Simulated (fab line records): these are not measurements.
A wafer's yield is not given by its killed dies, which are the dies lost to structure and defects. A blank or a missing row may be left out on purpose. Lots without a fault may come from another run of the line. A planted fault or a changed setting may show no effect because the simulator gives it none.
Which tool was responsible? + flow n5_finfet + at 1 step of a route of 1938, 12 lots with 36 wafers sampled

== WHAT THE GAUGES SHOWED, per wafer ==
N5_PMOS_HMC_CHANNEL_EPI_OVL_MEAS_10.
| lot  | measured    | on         | PMOS_HMC_BLK_OVL (nm) |
|------|-------------|------------|-----------------------|
| L075 | day 1 23:28 | overlay-02 | 0.6 0.4 0.0           |
| L077 | day 2 11:29 | overlay-02 | -0.4 -1.2 -1.1        |
| L079 | day 2 23:47 | overlay-02 | 0.1 -0.3 -0.4         |
| L081 | day 3 11:09 | overlay-02 | 0.8 1.3 1.3           |
| L083 | day 3 23:40 | overlay-02 | 0.8 0.2 -0.7          |
| L085 | day 4 11:54 | overlay-01 | -0.1 -1.9 -0.8        |
| L087 | day 4 23:51 | overlay-02 | -0.6 -1.2 -1.2        |
| L089 | day 5 12:37 | overlay-01 | -0.5 -0.4 -1.7        |
| L091 | day 5 23:21 | overlay-01 | -0.2 -0.2 -0.1        |
| L093 | day 6 11:13 | overlay-02 | 0.5 -0.3 0.8          |
| L095 | day 6 23:53 | overlay-02 | -0.2 0.0 0.7          |
| L097 | day 7 11:53 | overlay-02 | 0.0 -0.6 -0.1         |

== WHAT TOOL EACH LOT RAN ON (gives the tool, then ch and the chambers of the sampled wafers, and finally the start) ==
Record: no process step prior to these readings.

== THE ANSWER, worked out from the rows above alone ==
Rule: the lots themselves supply what counts as usual. Put in order of their means at a reading, lots are off if they are a third of the lots or fewer, leave a main group of 4 or more, and stand apart from it by a gap of 3 or more times the standard deviation of the main group's means; of several such gaps the widest counts. A main group whose means are all the same, to the digits that the tables above print for the reading, isn't used. A lot without any number at a reading at which 4 lots or more have one is off too. Where the step has rows for the other lots, those lots are counted as sound.
Nothing can be told from this: no lot is off at any reading shown.

== WHAT THE SIMULATOR HAD PUT IN ==
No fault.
